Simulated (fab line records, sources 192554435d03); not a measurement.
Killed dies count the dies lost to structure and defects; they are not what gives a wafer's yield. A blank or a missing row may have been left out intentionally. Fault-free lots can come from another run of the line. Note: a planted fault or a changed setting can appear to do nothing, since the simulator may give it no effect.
Split-lot study -- flow n5_finfet -- 21 wafers read across 7 lots, on a route 1938 steps long

## THE SPLIT ITSELF
At N5_BEOL_M0_SAQP_EXPOSE_11 (exposes mask M0 CORE, target cd 42 nm), the setting dose_mj was moved away from the recipe's 55 on 5 of the 21 wafers read, by -6.4% to +3.7%. This setting was run at the recipe's value on the other wafers.

## FROM THE SPLIT TO THE READING: what the file shows between them, 2 steps
- N5_BEOL_M0_SAQP_PEB_12: peb time 60 s
- N5_BEOL_M0_SAQP_DEVELOP_13: develop time 30 s

## THE READING
At N5_BEOL_M0_SAQP_CD_MEAS_14: cd_nm in nanometres, against a target cd of 42.5 nm. A value of 42.47 nm with a standard deviation of 0.29 nm is what fault-free wafers of this fab line usually give.

wafer,"tool, chamber at the split",dose_mj as run,against the recipe,"cd_nm, nm",against lot-mates on the recipe
L074.2,"arfi_scanner-01, 0",55,recipe,42.79,-
L074.3,"arfi_scanner-01, 0",55,recipe,42.93,-
L074.5,"arfi_scanner-01, 0",55,recipe,43.08,-
L078.3,"arfi_scanner-02, 0",56.76,+3.2%,41.57,-1.00
L078.5,"arfi_scanner-02, 0",55,recipe,42.74,-
L078.6,"arfi_scanner-02, 0",55,recipe,42.40,-
L082.3,"arfi_scanner-03, 0",55,recipe,42.95,-
L082.5,"arfi_scanner-03, 0",55,recipe,42.39,-
L082.6,"arfi_scanner-03, 0",55,recipe,42.88,-
L085.1,"arfi_scanner-03, 0",55,recipe,42.95,-
L085.2,"arfi_scanner-03, 0",57.05,+3.7%,41.59,-1.36
L085.6,"arfi_scanner-03, 0",57.05,+3.7%,41.53,-1.42
L090.2,"arfi_scanner-01, 0",55,recipe,42.39,-
L090.4,"arfi_scanner-01, 0",55,recipe,41.93,-
L090.5,"arfi_scanner-01, 0",51.49,-6.4%,44.68,+2.52
L091.2,"arfi_scanner-01, 0",55,recipe,42.65,-
L091.3,"arfi_scanner-01, 0",52.33,-4.9%,44.03,+1.54
L091.5,"arfi_scanner-01, 0",55,recipe,42.33,-
L094.3,"arfi_scanner-03, 0",55,recipe,41.84,-
L094.4,"arfi_scanner-03, 0",55,recipe,42.35,-
L094.5,"arfi_scanner-03, 0",55,recipe,42.56,-

THE FIT
A straight line over all 21 wafers: cd_nm changes by -0.306 nm for each +1% of dose_mj; r = -0.91; the points scatter about the line by 0.33 nm.
The same after taking each lot's own level away (the mean of its wafers on the recipe; 21 wafers): -0.363 nm for each +1%; r = -0.97; scatter 0.21 nm.
That fit puts the effect of the largest move of dose_mj on the reading at 2.3 nm.
The span of the lots' own levels, 42.160 to 42.950 nm, comes to 2.7 times the standard deviation stated above.
So the slope is not independent of the lot-to-lot level: the two fits are not the same.
Check: +2.16 nm against its lot-mates is what the line predicts for one of the wafers moved furthest among these (-6.4%) when that wafer is left out of the fit. Against them it came out at +2.52 nm.

## OTHER SPLITS APPLIED TO THESE WAFERS
Before the reading, these wafers also passed through other splits. Each is held against what the fit with the lots' levels taken away leaves over:
other split on the same wafers,wafers away from the commonest value,r with cd_nm (lot level and that fit taken away)
N5_MOL_CONTACT_COAG_COAT_62 spin_rpm,3,+0.33

## FILE'S OWN FIT
cd_nm changes by -0.362 nm for each +1% of dose_mj, r = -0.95.
